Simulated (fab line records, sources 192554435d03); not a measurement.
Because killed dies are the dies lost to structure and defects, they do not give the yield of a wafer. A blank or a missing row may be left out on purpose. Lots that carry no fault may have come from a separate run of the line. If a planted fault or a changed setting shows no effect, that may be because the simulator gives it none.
Chamber matching | flow n5 finfet | ald sin-03 running N5_ILD0_LINER_00: 4 sister chambers
The step material SiNx, target thk 4 nm, pulse time 1 s, purge time 2 s. 4 wafers are shown with their chamber, then 12 later ones without.

## EACH WAFER AND ITS CHAMBER
wafer  | chamber | heater power w (W)
L089.1 | 1       | 735
L094.1 | 0       | 793
L094.5 | 2       | 1070
L094.6 | 3       | 833

## WAFERS MISSING THEIR CHAMBER
wafer  | heater power w (W)
L095.4 | 737
L095.5 | 839
L095.6 | 792
L096.1 | 815
L096.2 | 804
L096.3 | 1088
L096.4 | 735
L096.5 | 820
L096.6 | 811
L097.3 | 744
L097.4 | 1103
L097.5 | 811

## CHAMBER TAKEN BY EACH
wafer  | from the rows above     | in truth
L095.4 | 1                       | 1
L095.5 | 3                       | 3
L095.6 | 0                       | 0
L096.1 | can't be placed: 3 or 0 | 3
L096.2 | can't be placed: 0 or 3 | 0
L096.3 | 2                       | 2
L096.4 | 1                       | 1
L096.5 | can't be placed: 3 or 0 | 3
L096.6 | can't be placed: 0 or 3 | 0
L097.3 | 1                       | 1
L097.4 | 2                       | 2
L097.5 | can't be placed: 0 or 3 | 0
Placed correctly: 7 of 12. Unplaceable from these rows: 5, with the true chamber sitting among the candidates in 5. Wrongly placed: 0.
How it was worked out, from the rows above alone: a wafer's distance from a chamber is the root of the sum, over the readings, of the square of ((its reading less the chamber's mean) divided by the reading's scatter). The wafer belongs to the nearest chamber; if the next one is less than 2 further off, it can't be placed. Each chamber's mean is taken over the wafers shown for it. The scatter (one wafer shown for each chamber): square how far every hidden wafer sits from the nearest shown wafer, average those squares and take the square root.
